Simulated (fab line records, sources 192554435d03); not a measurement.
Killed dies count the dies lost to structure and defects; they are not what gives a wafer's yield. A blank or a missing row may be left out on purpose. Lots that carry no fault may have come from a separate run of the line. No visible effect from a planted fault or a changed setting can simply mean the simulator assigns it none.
Split-lot trial	flow n5Finfet	7 lots, 21 wafers read, on a route of 1938 steps

## ABOUT THE SPLIT
At N5_BEOL_M14_DEP_53 (deposits SiCN from 3MS/NH3, target thk 50 nm, time 17.8 s), the setting timeS was moved away from the recipe's 17.8 s on 4 of the 21 wafers read, by -12.3% to +14.1%. For the rest of the wafers, this setting stayed at what the recipe calls for.

The reading is taken at the split's own step.

## THE READING
SiCN_of_BEOL_M14_DEP_53.thkNm (the simulator's own value, which no gauge read), in nm, at N5_BEOL_M14_DEP_53 (deposits SiCN from 3MS/NH3, target thk 50 nm, time 17.8 s). No usual value for it is given in the file. Across the 17 wafers here that went through the recipe, the average is 50.2 nm and the standard deviation 0.83 nm.

wafer	tool, chamber at the split	timeS as run, s	against the recipe	SiCN_of_BEOL_M14_DEP_53.thkNm, nm	against lot-mates on the recipe
L075.2	pecvd-03, 1	17.8	recipe	48.8	-
L075.4	pecvd-03, 0	17.8	recipe	50.6	-
L075.6	pecvd-03, 0	17.8	recipe	51	-
L078.2	pecvd-04, 1	19.59	+10.1%	54.2	+4.1
L078.4	pecvd-04, 2	17.8	recipe	50	-
L078.6	pecvd-04, 1	17.8	recipe	50.2	-
L080.3	pecvd-03, 0	17.8	recipe	50	-
L080.4	pecvd-03, 1,2	17.8	recipe	50.6	-
L080.6	pecvd-03, 1,2	17.8	recipe	50.6	-
L076.3	pecvd-02, 2,0	17.8	recipe	50.6	-
L076.6	pecvd-02, 2,0	17.8	recipe	50.6	-
L076.4	pecvd-02, 0	17.8	recipe	51.2	-
L090.2	pecvd-02, 2	20.31	+14.1%	57	+6.0
L090.3	pecvd-02, 0	17.8	recipe	51.2	-
L090.6	pecvd-02, 2	17.8	recipe	50.8	-
L091.2	pecvd-04, 2	17.8	recipe	48.2	-
L091.3	pecvd-04, 1	19.42	+9.1%	53.2	+4.4
L091.5	pecvd-04, 1	17.8	recipe	49.4	-
L088.2	pecvd-04, 1	17.8	recipe	49.6	-
L088.5	pecvd-04, 1	15.61	-12.3%	43.8	-5.6
L088.6	pecvd-04, 2	17.8	recipe	49.2	-
When a row names more than one chamber, that row covers several wafers, and the file does not tell which wafer ran in which chamber.

FIT RESULTS
A straight line over all 21 wafers: SiCN_of_BEOL_M14_DEP_53.thkNm changes by +0.459 nm for each +1% of timeS; r = +0.94; the points scatter about the line by 0.85 nm.
The same after taking each lot's own level away (the mean of its wafers on the recipe; 21 wafers): +0.44 nm for each +1%; r = +0.98; scatter 0.48 nm.
The reading moves by 6.2 nm for the largest change in timeS, on that fit.
Across the lots, their own levels run from 48.80 to 51.00 nm, a range of 2.6 times the standard deviation given above.
The two slopes agree, so the slope changes little with the lot-to-lot level.
Check: for one of the wafers moved furthest among these (+14.1%), held out of the fit, the line's prediction against its lot-mates is +6.31 nm. Against them it came out at +6 nm.

## THESE WAFERS: OTHER SPLITS
Note: prior to the reading, these wafers also went through further splits. Each is held against what the fit with the lots' levels taken away leaves over:
other split on the same wafers	wafers away from the commonest value	r with SiCN_of_BEOL_M14_DEP_53.thkNm (lot level and that fit taken away)
N5_BEOL_M11_EXPOSE_08 doseMj	9	-0.10
N5_BEOL_M12_COAT_66 spinRpm	9	+0.09
N5_BEOL_M14_COAT_22 spinRpm	8	-0.32
N5_BEOL_M14_SPUTTER_43 powerW	6	+0.09

## FILE'S OWN FIT
SiCN_of_BEOL_M14_DEP_53.thkNm changes by +0.44 nm for each +1% of timeS, r = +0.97.
